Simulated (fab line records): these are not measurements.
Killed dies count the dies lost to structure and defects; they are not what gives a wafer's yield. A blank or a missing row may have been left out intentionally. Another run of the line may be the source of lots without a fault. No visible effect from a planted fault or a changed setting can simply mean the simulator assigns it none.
Chamber matching	flow n5Finfet	aldSin-03 running N5_MOL_CONTACT_COAG_ALD_27: 4 sister chambers
The step deposits SiOC, target thk 17 nm, pulse time 1.5 s, time 2720 s. 22 wafers are shown with their chamber, then 11 later ones without.

== EACH WAFER AND ITS CHAMBER ==
wafer	chamber	heaterPowerW (W)	precursorPulseHeightRel
L076.2	1	935	0.937
L076.3	3	836	1.011
L076.4	0	897	1.027
L079.3	2	886	0.984
L079.4	1	919	1.000
L079.6	1	928	1.041
L081.2	3	841	0.985
L081.3	2	896	1.017
L081.5	0	886	1.002
L082.3	1	914	1.004
L082.4	2	886	1.007
L082.6	2	885	1.012
L083.4	0	922	1.037
L083.5	2	868	0.967
L083.6	3	825	0.963
L084.2	3	819	1.002
L084.4	0	906	0.987
L084.6	1	934	1.021
L086.1	3	833	0.985
L086.2	1	949	0.996
L086.3	0	918	0.981
L086.4	2	868	0.976

SIGNATURES (averages over the wafers above)
reading	chamber 0	chamber 1	chamber 2	chamber 3	scatter within a chamber
heaterPowerW	905.80	929.83	881.50	830.80	12
precursorPulseHeightRel	1.00680	0.99983	0.99383	0.98920	0.0259
Rule: a wafer lies at a distance from a chamber equal to the root of the sum of squares, over the readings, of (its reading less the chamber's mean, divided by the reading's scatter). The wafer belongs to the nearest chamber; if the next one is less than 2 further off, it can't be placed. The scatter is the square root of a quotient: the sum, over the shown wafers, of each reading's squared deviation from its chamber's mean, divided by wafers minus chambers.

== WAFERS WHOSE CHAMBER IS MISSING ==
wafer	heaterPowerW (W)	precursorPulseHeightRel
L086.5	911	0.968
L086.6	952	1.006
L092.1	907	0.973
L092.2	784	1.018
L092.3	817	1.015
L092.4	888	1.033
L092.5	914	0.978
L092.6	914	1.014
L097.2	780	1.004
L097.4	925	1.027
L097.5	909	1.022

== WHICH CHAMBER EACH WENT THROUGH ==
wafer	from the rows above	in truth
L086.5	can't be placed: 0 or 1 or 2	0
L086.6	can't be placed: 1 or 0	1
L092.1	can't be placed: 0 or 1 or 2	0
L092.2	3	3
L092.3	3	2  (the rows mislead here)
L092.4	can't be placed: 2 or 0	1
L092.5	can't be placed: 0 or 1 or 2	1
L092.6	can't be placed: 0 or 1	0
L097.2	3	3
L097.4	can't be placed: 1 or 0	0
L097.5	can't be placed: 0 or 1 or 2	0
Correct placement for 2 of the 11. Not placeable from these rows: 8 (in 7, the candidates include the true chamber). 1 placed wrongly.
